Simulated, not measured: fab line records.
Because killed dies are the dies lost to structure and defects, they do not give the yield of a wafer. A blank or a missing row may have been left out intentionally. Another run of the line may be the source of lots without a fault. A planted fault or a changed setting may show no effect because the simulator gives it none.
Struck lot and sound lot, side by side -- flow nandHarc -- 15 steps out of a route of 1302
Sound: wafers L951.1, L951.3, L951.6. The struck wafers were L944.1, L944.5, L944.6. The cause comes at the end.
At each step with rows: each side's tool, then ch and its chambers, then its first start. Under that, the readings that differ: sound wafers -- struck wafers -- difference of the means -- sigmas: that difference in standard deviations of wafers without a fault.
alike: words and numbers the same on both sides, and readings whose means are apart by under 2 such deviations; not compared: readings that were withheld, readings missing a value for some wafer, numbers with overlapping values and no deviation given by the record, and bounds like >300 which may hide the same value.
Wherever a step has rows on one side only, a row that says differs or no value, or a row with sigmas, the two part there. Numbers that don't overlap but have no deviation are shown without sigmas and don't part them. A reading missing from all wafers of one side parts the sides only when that side holds two or more wafers.

first, 4 steps without rows for these wafers: NHARC_A_ZERO_WELL_STRIP_14 (strips in SPM, time 900 s); NHARC_A_ZERO_WELL_IMPLANT_15; NHARC_A_ZERO_WELL_PRECLEAN_22 (cleans in SC1, time 60 s); NHARC_A_ZERO_WELL_SRD_23.
NHARC_A_ZERO_WELL_RTA_16: time 10 s.
  sound on rtpAnneal-02 ch 0, day 15 22:37; struck on rtpAnneal-02 ch 0, day 13 00:30
  alike: lampPowerPct, lamp_zone_2_pct, lamp_zone_5_pct, lamp_zone_7_pct, wafer_temp_C_max
NHARC_A_ZERO_WELL_INSPECT_17:
  sound on defectInspect-01, day 15 22:49; struck on defectInspect-02, day 13 00:42
  alike: rawDefectCount
then, 3 steps without rows for these wafers: NHARC_A_SOURCE_PLATE_PRECLEAN_00 (cleans in HF-LAST, time 60 s); NHARC_A_SOURCE_PLATE_SRD_01; NHARC_A_SOURCE_PLATE_OXIDE_02 (material SiO2, target thk 10 nm, ox time 1362 s).
NHARC_A_SOURCE_PLATE_THK_MEAS_09: measures by ellipsometry.
  sound on filmMetro-01, day 16 06:04; struck on filmMetro-01, day 13 05:38
  alike: thkNm
then, 1 step without rows for these wafers: NHARC_A_SOURCE_PLATE_PVD_04 (deposits WSi2, target thk 50 nm).
NHARC_A_SOURCE_PLATE_CVD_03: deposits poly-Si, target thk 200 nm, time 4000 s.
  sound on lpcvdPoly-04 ch 0, day 16 08:33; struck on lpcvdPoly-04 ch 0, day 13 08:05
reading,sound,struck,difference,sigmas
spikeTcBottomC (C),637.1 636.5 635.6,650.2 651.0 651.1,+14.4,+5
spikeTcCentreC (C),622.4 622.5 620.9,635.4 635.9 637.0,+14.2,+12
spikeTcLowerC (C),620.5 621.2 623.6,634.7 635.9 636.0,+13.8,+13
spikeTcTopC (C),642.2 643.7 644.9,657.2 655.6 655.2,+12.4,+6
spikeTcUpperC (C),618.7 620.9 621.3,636.6 635.2 635.6,+15.5,+14
  alike: zonePowerTopPct
then, 1 step without rows for these wafers: NHARC_A_SOURCE_PLATE_ANNEAL_05 (time 1800 s).
NHARC_A_SOURCE_PLATE_THK_MEAS_06: measures by ellipsometry.
  sound on filmMetro-01, day 16 18:32; struck on filmMetro-02, day 13 18:32
reading,sound,struck,difference,sigmas
thkNm (nm),199.6 199.6 200.1,280.2 279.1 280.6,+80.2,+42
NHARC_END_SORT_01:
  the record has rows for the sound wafers here (prober-02 ch 0, day 33 23:29) and none for the struck ones

## WHERE THEY PART
Earliest at NHARC_A_SOURCE_PLATE_CVD_03; latest, in this record, at NHARC_END_SORT_01.

WHY: what the simulator had put in
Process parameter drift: lpcvdPoly-04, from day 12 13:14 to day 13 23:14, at NHARC_A_SOURCE_PLATE_CVD_03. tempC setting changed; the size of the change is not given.
